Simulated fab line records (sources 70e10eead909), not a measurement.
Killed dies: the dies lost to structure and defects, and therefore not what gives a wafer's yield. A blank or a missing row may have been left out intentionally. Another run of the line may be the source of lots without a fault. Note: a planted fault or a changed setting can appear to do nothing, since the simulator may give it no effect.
Comparing a struck lot with a sound one -- flow nand_harc -- 19 steps out of a route of 1302
Sound: the wafers L696.2, L696.4, L696.6. Struck: wafers L712.1, L712.4, L712.5. The cause is named last.
Order at every step that has rows: each side's tool, ch and its chambers, its first start. Under that, the readings that differ: sound wafers -- struck wafers -- difference of the means -- sigmas: that difference in standard deviations of wafers without a fault.
alike: same words and numbers on both sides, and readings whose means sit less than 2 such deviations apart. not compared: any withheld reading, any reading some wafer has no value for, any bound like >300 that may hide the same value, and any number with overlapping values for which the record gives no deviation.
Wherever a step has rows on one side only, a row that says differs or no value, or a row with sigmas, the two part there. Numbers that have no deviation but don't overlap get no sigmas and don't part them. A reading that every wafer of one side lacks parts them only if that side has two wafers or more.

NHARC_P_GATE_ALD_36: deposits SiNx, target thk 20 nm, pulse time 60 s, ald cycles 223.
  sound on ald_sin-02 ch 1,2, day 5 05:37; struck on ald_sin-03 ch 0,1,3, day 12 02:22
  alike: heater_power_w, precursor_pulse_height_rel
NHARC_P_GATE_ETCHBACK_37: etches the open film in CHF3/O2, target depth 34.5 nm, time 17.2 s.
  sound on rie_diel-11 ch 1,2; struck on rie_diel-03 ch 0,3
  alike: drypump_motor_current_A, oes_product_au, rf_vpp_V, showerhead_plenum_p_Torr, throttle_valve_pct
  not compared: rf_hours_counter_h
NHARC_P_GATE_STRIP_101: strips in O2, time 20 s.
  sound on rie_diel-11 ch 0,1,3, day 5 15:14; struck on rie_diel-03 ch 0,1, day 12 09:53
  alike: drypump_motor_current_A, oes_product_au, rf_vpp_V, showerhead_plenum_p_Torr, throttle_valve_pct
  not compared: rf_hours_counter_h
then, 9 steps without rows for these wafers: NHARC_P_GATE_PRECLEAN_97 (cleans in SPM, time 600 s); NHARC_P_GATE_SRD_98; NHARC_P_GATE_PRECLEAN_99 (cleans in SC1); NHARC_P_GATE_SRD_100; NHARC_P_GATE_DEHYDRATE_38 (time 120 s); NHARC_P_GATE_HMDS_39 (time 30 s); NHARC_P_GATE_COAT_40; NHARC_P_GATE_SOFTBAKE_41 (time 95 s); NHARC_P_GATE_EBR_42.
NHARC_P_GATE_EXPOSE_43: exposes mask P NSD, target cd 720 nm.
  sound on krf_scanner-03 ch 0, day 5 15:53; struck on krf_scanner-02 ch 0, day 12 10:39
reading,sound,struck,difference,sigmas
mask,P_NSD#0 P_NSD#0 P_NSD#0,P_NSD_R1#0 P_NSD_R1#0 P_NSD_R1#0,differs,
then, 2 steps without rows for these wafers: NHARC_P_GATE_PEB_44 (peb time 85 s); NHARC_P_GATE_DEVELOP_45 (time 70 s).
NHARC_P_GATE_CD_MEAS_46: the cd target is 720 nm.
  sound on cd_sem-03 ch 0, day 5 16:02; struck on cd_sem-03 ch 0, day 12 10:49
reading,sound,struck,difference,sigmas
cd_nm (nm),717.4 717.8 716.6,692.3 696.1 694.2,-23.1,-12
then, 1 step without rows for these wafers: NHARC_P_GATE_HARDBAKE_47 (time 80 s).
NHARC_P_GATE_DESCUM_48: chemistry O2, time 3 s.
  sound on rie_diel-07 ch 0,1, day 5 16:12; struck on rie_diel-03 ch 2,3, day 12 10:58
reading,sound,struck,difference,sigmas
model.P_GATE.cd_nm (nm),717 717.9 716.5,692.3 695.9 694.1,-23.0,
  alike: drypump_motor_current_A, oes_product_au, rf_vpp_V, showerhead_plenum_p_Torr, throttle_valve_pct
  not compared: rf_hours_counter_h
then, 1 step without rows for these wafers: NHARC_P_GATE_IMPLANT_49.

WHERE THEY PART
Last at NHARC_P_GATE_CD_MEAS_46 as far as this record goes, first at NHARC_P_GATE_EXPOSE_43. Later steps at which nothing parts them and some readings are alike: NHARC_P_GATE_DESCUM_48.

WHY: whatever the simulator had introduced
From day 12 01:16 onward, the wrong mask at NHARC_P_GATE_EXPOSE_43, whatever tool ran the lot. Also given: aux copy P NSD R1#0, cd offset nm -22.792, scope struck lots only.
